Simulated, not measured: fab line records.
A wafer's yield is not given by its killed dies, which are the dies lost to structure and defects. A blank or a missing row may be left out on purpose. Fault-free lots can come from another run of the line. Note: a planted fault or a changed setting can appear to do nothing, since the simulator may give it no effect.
Struck lot and sound lot, side by side :: flow nandHarc :: 22 out of 1302 route steps
Sound: wafers L306.1, L306.3, L306.6. The struck wafers were L323.1, L323.3, L323.4. The cause is given at the end.
Per side, at each step with rows, come the tool, then ch with its chambers, and then its first start. Under that, the readings that differ: sound wafers :: struck wafers :: difference of the means :: sigmas: that difference in standard deviations of wafers without a fault.
alike: words and numbers the same on both sides, and readings whose means are apart by under 2 such deviations; not compared: readings that were withheld, readings missing a value for some wafer, numbers with overlapping values and no deviation given by the record, and bounds like >300 which may hide the same value.
The two part at a step that has a row with sigmas, a row that says differs or no value, or rows on one side only. Non-overlapping numbers with no deviation appear without sigmas and do not part them. Lack of a reading on every wafer of one side parts them only where that side has two or more wafers.

first, 1 step without rows for these wafers: NHARC_A_SGD_CUT_ETCH_26 (etches SiO2 in dHF, target depth 45.8 nm).
NHARC_A_SGD_CUT_ETCHBACK_24: etches the open film in CH3F/O2, target depth 50 nm, time 92.857 s.
  sound on rieDiel-06 ch 1,2,3, day 19 08:57; struck on rieDiel-06 ch 0,2,3, day 26 12:27
  alike: drypumpMotorCurrentA, oesProductAu, rfVppV, showerheadPlenumPTorr, throttleValvePct
  not compared: rfHoursCounterH
then, 1 step without rows for these wafers: NHARC_A_SGD_CUT_STRIP_28 (strips in O2, time 20 s).
NHARC_A_SGD_CUT_INSPECT_25:
  sound on defectInspect-02 at day 19 09:11; struck on defectInspect-01 at day 26 12:41
reading: rawDefectCount
sound: 248 316 267
struck: 595 607 512
difference: +294
sigmas: +3
NHARC_A_SLIT_DEP_25: deposits SiO2, target thk 200 nm.
  sound on pecvd-03 ch 0,1, day 19 09:18; struck on pecvd-03 ch 0,1,2, day 26 12:46
  alike: chamberPressureTorr, heaterPowerW, throttleValvePct
NHARC_A_SLIT_DEP_00: deposits aC, target thk 6200 nm.
  sound on aclDep-01 ch 0, day 19 09:36; struck on aclDep-01 ch 0, day 26 13:06
  alike: throttleValvePct
NHARC_A_SLIT_DEP_23: deposits SiON, target thk 100 nm.
  sound on pecvd-01 ch 0,2, day 19 13:27; struck on pecvd-01 ch 0,2, day 26 16:53
  alike: chamberPressureTorr, heaterPowerW
then, 5 steps without rows for these wafers: NHARC_A_SLIT_DEHYDRATE_01 (time 120 s); NHARC_A_SLIT_HMDS_02 (time 30 s); NHARC_A_SLIT_COAT_03 (resist thk 90 nm); NHARC_A_SLIT_SOFTBAKE_04 (time 55 s); NHARC_A_SLIT_EBR_05.
NHARC_A_SLIT_EXPOSE_06: exposes mask SLIT.
  sound on arfiScanner-01 ch 0, day 19 13:55; struck on arfiScanner-02 ch 0, day 26 17:26
reading: exposureDoseMJCm2
sound: 60.81 60.74 60.79
struck: 75.84 75.87 75.83
difference: +15.07
sigmas: +99 or more
  alike: mask, reticleTempC
then, 2 steps without rows for these wafers: NHARC_A_SLIT_PEB_07 (peb time 65 s); NHARC_A_SLIT_DEVELOP_08 (develop time 35 s).
NHARC_A_SLIT_CD_MEAS_09 targets a cd of 300 nm.
  sound on cdSem-02 ch 0, day 19 14:03; struck on cdSem-03 ch 0, day 26 17:34
reading: cdNm (nm)
sound: 300.1 300.0 300.2
struck: 311.8 312.2 312.0
difference: +11.9
sigmas: +26
NHARC_A_SLIT_OVL_MEAS_10:
  sound on overlay-01 at day 19 14:08; struck on overlay-01 at day 26 17:40
  alike: overlayXNm, overlayYNm
NHARC_A_SLIT_INSPECT_11:
  sound on defectInspect-01 at day 19 14:10; struck on defectInspect-02 at day 26 17:41
reading: rawDefectCount
sound: 15 24 12
struck: 104 109 97
difference: +86
sigmas: +3
then, 1 step without rows for these wafers: NHARC_A_SLIT_DESCUM_14 (chemistry O2, time 3 s).
NHARC_A_SLIT_ETCH_24: etches the open film in CF4/CHF3, target depth 121 nm, time 60.5 s.
  sound on rieDiel-01 ch 0,1,2, day 19 14:19; struck on rieDiel-09 ch 0,1,3, day 26 17:50
reading: model.A_SLIT.cdOffsetNm (nm)
sound: 0.9506 0.04257 0.2881
struck: 11.95 12.02 11.3
difference: +11.33
sigmas: 
  alike: drypumpMotorCurrentA, oesProductAu, rfVppV, showerheadPlenumPTorr, throttleValvePct
  not compared: rfHoursCounterH
NHARC_A_SLIT_ETCH_15: etches the open film in O2/COS, target depth 6200 nm, time 1612 s.
  sound on rieDiel-01 ch 0,2,3; struck on rieDiel-09 ch 1,2,3
reading: model.A_SLIT.cdOffsetNm (nm)
sound: 0.9037 0.3454 0.000962
struck: 11.59 12.25 11.16
difference: +11.25
sigmas: 
  alike: drypumpMotorCurrentA, oesProductAu, rfVppV, showerheadPlenumPTorr, throttleValvePct
  not compared: rfHoursCounterH
NHARC_A_SLIT_ETCH_17: etches the open film in C4F8/O2/Ar, time 4254.5 s, target depth 20300 nm.
  sound on harEtch-02 ch 0,1, day 19 16:05; struck on harEtch-02 ch 0,1, day 26 19:01
  alike: drypumpMotorCurrentA, showerheadPlenumPTorr, throttleValvePct
  not compared: rfHoursCounterH

== WHERE THEY PART ==
Earliest at NHARC_A_SGD_CUT_INSPECT_25; latest, in this record, at NHARC_A_SLIT_INSPECT_11. Later steps at which nothing parts them and some readings are alike: NHARC_A_SLIT_ETCH_24, NHARC_A_SLIT_ETCH_15, NHARC_A_SLIT_ETCH_17.

WHY: whatever the simulator had introduced
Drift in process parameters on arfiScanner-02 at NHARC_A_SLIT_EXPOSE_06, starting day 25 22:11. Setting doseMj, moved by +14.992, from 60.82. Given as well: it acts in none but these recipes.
